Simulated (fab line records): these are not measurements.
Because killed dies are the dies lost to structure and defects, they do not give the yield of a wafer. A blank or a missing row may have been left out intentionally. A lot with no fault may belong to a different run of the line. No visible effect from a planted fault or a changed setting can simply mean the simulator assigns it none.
Which tool was responsible? + flow nandHarc + 33 wafers from 11 lots sampled at 4 of the route's 1302 steps

WHAT THE GAUGES READ, wafer by wafer
NHARC_P_ZERO_WELL_CD_MEAS_24: the cd target is 720 nm.
| lot  | measured     | on       | cdNm (nm)         |
|------|--------------|----------|-------------------|
| L356 | day 3 04:35  | cdSem-01 | 708.4 711.2 712.1 |
| L361 | day 5 07:11  | cdSem-01 | 720.9 721.0 721.5 |
| L362 | day 5 16:37  | cdSem-03 | 721.5 722.3 721.4 |
| L365 | day 6 22:44  | cdSem-01 | 719.0 719.4 720.8 |
| L366 | day 7 08:25  | cdSem-01 | 719.1 720.1 719.5 |
| L370 | day 9 00:35  | cdSem-03 | 717.3 718.1 717.5 |
| L371 | day 9 10:35  | cdSem-02 | 719.2 719.1 719.2 |
| L372 | day 9 20:29  | cdSem-02 | 719.8 720.0 721.6 |
| L374 | day 10 16:33 | cdSem-03 | 720.1 720.8 720.2 |
| L375 | day 11 02:36 | cdSem-03 | 720.7 719.3 719.3 |
| L376 | day 11 12:35 | cdSem-02 | 721.0 719.6 719.2 |

WHAT TOOL EACH LOT RAN ON (gives the tool, then ch and the chambers of the sampled wafers, and finally the start)
| lot  | NHARC_P_ZERO_WELL_DESCUM_13      | NHARC_P_ZERO_WELL_ETCH_65         | NHARC_P_ZERO_WELL_EXPOSE_21      |
|------|----------------------------------|-----------------------------------|----------------------------------|
| L356 | rieDiel-04 ch 0,1,2, day 3 03:24 | rieDiel-04 ch 0,1,3, day 3 03:29  | krfScanner-04 ch 0, day 3 04:25  |
| L361 | rieDiel-01 ch 1,2, day 5 06:01   | rieDiel-01 ch 1,3, day 5 06:05    | krfScanner-04 ch 0, day 5 07:02  |
| L362 | rieDiel-04 ch 0,2, day 5 15:25   | rieDiel-04 ch 0,1,3, day 5 15:29  | krfScanner-01 ch 0, day 5 16:27  |
| L365 | rieDiel-07 ch 0,1, day 6 21:32   | rieDiel-07 ch 0,2,3, day 6 21:38  | krfScanner-04 ch 0, day 6 22:35  |
| L366 | rieDiel-01 ch 0,1,3, day 7 07:21 | rieDiel-01 ch 1,2,3, day 7 07:26  | krfScanner-04 ch 0, day 7 08:15  |
| L370 | rieDiel-01 ch 0,2,3, day 8 23:25 | rieDiel-01 ch 1,2, day 8 23:29    | krfScanner-04 ch 0, day 9 00:26  |
| L371 | rieDiel-07 ch 0,1, day 9 09:24   | rieDiel-07 ch 2,3, day 9 09:29    | krfScanner-02 ch 0, day 9 10:26  |
| L372 | rieDiel-07 ch 0,1,3, day 9 19:16 | rieDiel-07 ch 0,1,3, day 9 19:22  | krfScanner-04 ch 0, day 9 20:20  |
| L374 | rieDiel-04 ch 0,3, day 10 15:24  | rieDiel-04 ch 1,2,3, day 10 15:29 | krfScanner-02 ch 0, day 10 16:23 |
| L375 | rieDiel-07 ch 0,2, day 11 01:25  | rieDiel-07 ch 0,1,3, day 11 01:31 | krfScanner-04 ch 0, day 11 02:27 |
| L376 | rieDiel-01 ch 1,2, day 11 11:24  | rieDiel-01 ch 0,1, day 11 11:29   | krfScanner-01 ch 0, day 11 12:26 |
- NHARC_P_ZERO_WELL_DESCUM_13: chemistry O2, time 3 s.
- NHARC_P_ZERO_WELL_ETCH_65: etches the open film in N2/H2, target depth 80 nm, overetch 24 nm, time 87.88 s.
- NHARC_P_ZERO_WELL_EXPOSE_21: exposes mask P NWELL, target cd 720 nm.

THE ANSWER, worked out from the rows above alone
Rule: the usual values come from the lots themselves. The widest of any qualifying gaps counts: lots, ordered by their means at a reading, are off when they make up no more than a third of the lots, leave a main group of 4 or more, and stand apart from it by 3 or more times the standard deviation of that group's means. A main group whose means are all the same, to the digits that the tables above print for the reading, isn't used. Also off: a lot with no number at a reading for which 4 or more lots have one. The other lots that the step has rows for count as sound.
Off: L356, at NHARC_P_ZERO_WELL_CD_MEAS_24 (cdNm). The main group: mean 720.0 nm, standard deviation 1.1.
A tool fits if, at a process step before that reading, it ran every lot that is off, and no sound lot after the first of them. Gauges at NHARC_P_ZERO_WELL_CD_MEAS_24: tried the same way as those tools. No candidate that was tried fits.

WHAT WAS PUT IN BY THE SIMULATOR
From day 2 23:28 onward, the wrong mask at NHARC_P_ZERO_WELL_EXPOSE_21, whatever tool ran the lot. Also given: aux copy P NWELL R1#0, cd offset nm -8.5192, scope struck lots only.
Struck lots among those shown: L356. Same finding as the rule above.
